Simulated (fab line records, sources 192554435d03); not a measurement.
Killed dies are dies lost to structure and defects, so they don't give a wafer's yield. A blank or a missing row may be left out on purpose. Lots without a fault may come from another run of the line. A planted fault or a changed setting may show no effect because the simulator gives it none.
Chamber matching | flow n5_finfet | N5_BEOL_M0_SAQP_ALD_48 on ald_sin-01: 4 sister chambers
The step deposits SiO2, target thk 20 nm, pulse time 1 s, co reactant pulse time 1 s. 4 wafers are shown with their chamber, then 12 later ones without.

WAFERS WITH THEIR CHAMBER
wafer  | chamber | heater_power_w (W)
L085.2 | 2       | 68
L089.1 | 1       | 73
L090.4 | 0       | 78
L090.6 | 3       | 90

WAFERS WITHOUT THEIR CHAMBER
wafer  | heater_power_w (W)
L094.2 | 78
L094.3 | 74
L094.5 | 74
L095.1 | 69
L095.4 | 87
L095.5 | 87
L096.1 | 73
L096.4 | 70
L096.6 | 80
L097.1 | 74
L097.4 | 88
L097.6 | 89

WHICH CHAMBER EACH WENT THROUGH
wafer  | from the rows above     | in truth
L094.2 | 0                       | 0
L094.3 | can't be placed: 1 or 0 | 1
L094.5 | can't be placed: 1 or 0 | 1
L095.1 | can't be placed: 2 or 1 | 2
L095.4 | 3                       | 3
L095.5 | 3                       | 3
L096.1 | 1                       | 1
L096.4 | can't be placed: 2 or 1 | 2
L096.6 | 0                       | 0
L097.1 | can't be placed: 1 or 0 | 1
L097.4 | 3                       | 3
L097.6 | 3                       | 3
Placed correctly: 7 of 12. Can't be placed from these rows: 5 (the true chamber is among the candidates in 5). Placed wrongly: 0.
How it was worked out, from the rows above alone: a wafer's distance from a chamber is the root of the sum, over the readings, of the square of ((its reading less the chamber's mean) divided by the reading's scatter). The wafer belongs to the nearest chamber; if the next one is less than 2 further off, it can't be placed. A chamber's mean is the mean of its shown wafers. The scatter: with one shown wafer a chamber, the root of the mean of the squares of how far each hidden wafer lies from its nearest shown one.
